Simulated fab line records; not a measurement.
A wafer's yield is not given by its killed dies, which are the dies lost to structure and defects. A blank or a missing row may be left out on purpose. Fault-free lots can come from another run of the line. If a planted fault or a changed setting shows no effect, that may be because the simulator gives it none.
Struck lot and sound lot, side by side	flow n5-finfet	14 steps out of a route of 1938
Sound: wafers L585.3, L585.4, L585.5. Struck: wafer L594.3 (left out: L594.4, a lot-mate that was not struck); the cause follows at the end.
Each step with rows lists, per side, the tool, then ch with its chambers, then its first start. Under that, the readings that differ: sound wafers	struck wafers	difference of the means	sigmas: that difference in standard deviations of wafers without a fault.
alike: same words and numbers on both sides, and readings whose means sit less than 2 such deviations apart. not compared: any withheld reading, any reading some wafer has no value for, any bound like >300 that may hide the same value, and any number with overlapping values for which the record gives no deviation.
Wherever a step has rows on one side only, a row that says differs or no value, or a row with sigmas, the two part there. When numbers do not overlap yet have no deviation, they are printed without sigmas and do not part them. A reading that every wafer of one side lacks parts them only if that side has two wafers or more.

first, 2 steps without rows for these wafers: N5_BEOL_M4_CO_CAP_55 (material Co, precursor CCTBA/H2, target thk 2 nm, time 102.1 s); N5_BEOL_M4_PRE_CLEAN_56 (time 15 s).
N5_BEOL_M4_DEP_57: deposits SiCN from 3MS/NH3, target thk 8 nm, time 14 s.
  sound on pecvd-02 ch 0,1, day 11 04:40; struck on pecvd-04 ch 2, day 12 11:59
  alike: showerhead-plenum-p-Torr, throttle-valve-pct
N5_BEOL_M4_RS_MEAS_58: measurement is done with a four-point probe.
  sound on film-metro-02, day 11 04:44; struck on film-metro-02, day 12 12:04
  alike: M4_RS
N5_BEOL_M4_INSPECT_59: inspects for defects (darkfield).
  sound on defect-inspect-01, day 11 04:45; struck on defect-inspect-01, day 12 12:05
  alike: raw-defect-count
N5_BEOL_M4_RC_MEAS_101:
  sound on prober-01 ch 0, day 11 05:05; struck on prober-02 ch 0, day 12 12:25
reading	sound	struck	difference	sigmas
VT_P (mV)	-250.0 -248.5 -249.7	-255.4	-6.0	-2
  alike: DIBL_N, DIBL_P, IOFF_N, IOFF_P, ION_N, ION_P, SS_N, SS_P, VT_N
N5_BEOL_M5_ILD_DEP_00: deposits SiCOH lowk from DEMS/porogen, target thk 140.64 nm, time 25.9 s.
  sound on pecvd-03 ch 0,1, day 11 05:44; struck on pecvd-02 ch 1, day 12 13:05
  alike: heater-power-w, showerhead-plenum-p-Torr, throttle-valve-pct
N5_BEOL_M5_CURE_79: cures SiCOH lowk, time 240 s.
  sound on uv-cure-02 ch 1, day 11 05:58; struck on uv-cure-03 ch 1, day 12 13:28
  alike: lamp-power-pct, wafer_temp_C_max
N5_BEOL_M5_THK_MEAS_01:
  sound on film-metro-02, day 11 06:19; struck on film-metro-01, day 12 14:09
  alike: M5_ILD_THK
N5_BEOL_M5_PECVD_70: deposits SiO2 from TEOS/O2, target thk 16 nm, time 18 s.
  sound on pecvd-02 ch 0,2, day 11 06:21; struck on pecvd-03 ch 1, day 12 14:11
reading	sound	struck	difference	sigmas
showerhead-plenum-p-Torr (Torr)	8.65 8.66 8.82	8.88	+0.17	+3
  alike: heater-power-w, throttle-valve-pct
N5_BEOL_M5_HM_DEP_02: deposits TiN, target thk 20 nm.
  sound on pvd-sputter-02, day 11 06:32; struck on pvd-sputter-01, day 12 14:54
  alike: substrate-temp-c, throttle-valve-pct
then, 1 step without rows for these wafers: N5_BEOL_M5_COAT_59 (time 60 s, resist thk 60 nm).
N5_BEOL_M5_COAT_60: time 60 s, resist thk 12 nm.
  sound on litho-track-05 ch 0, day 11 06:40; struck on litho-track-05 ch 0, day 12 15:03
reading	sound	struck	difference	sigmas
run-length-s (s)	66.22 65.89 66.08	80.34	+14.28	+99 or more
then, 1 step without rows for these wafers: N5_BEOL_M5_COAT_71 (time 60 s, resist thk 5 nm).

## WHERE THEY PART
Earliest at N5_BEOL_M4_RC_MEAS_101; latest, in this record, at N5_BEOL_M5_COAT_60.

WHY: what the simulator had put in
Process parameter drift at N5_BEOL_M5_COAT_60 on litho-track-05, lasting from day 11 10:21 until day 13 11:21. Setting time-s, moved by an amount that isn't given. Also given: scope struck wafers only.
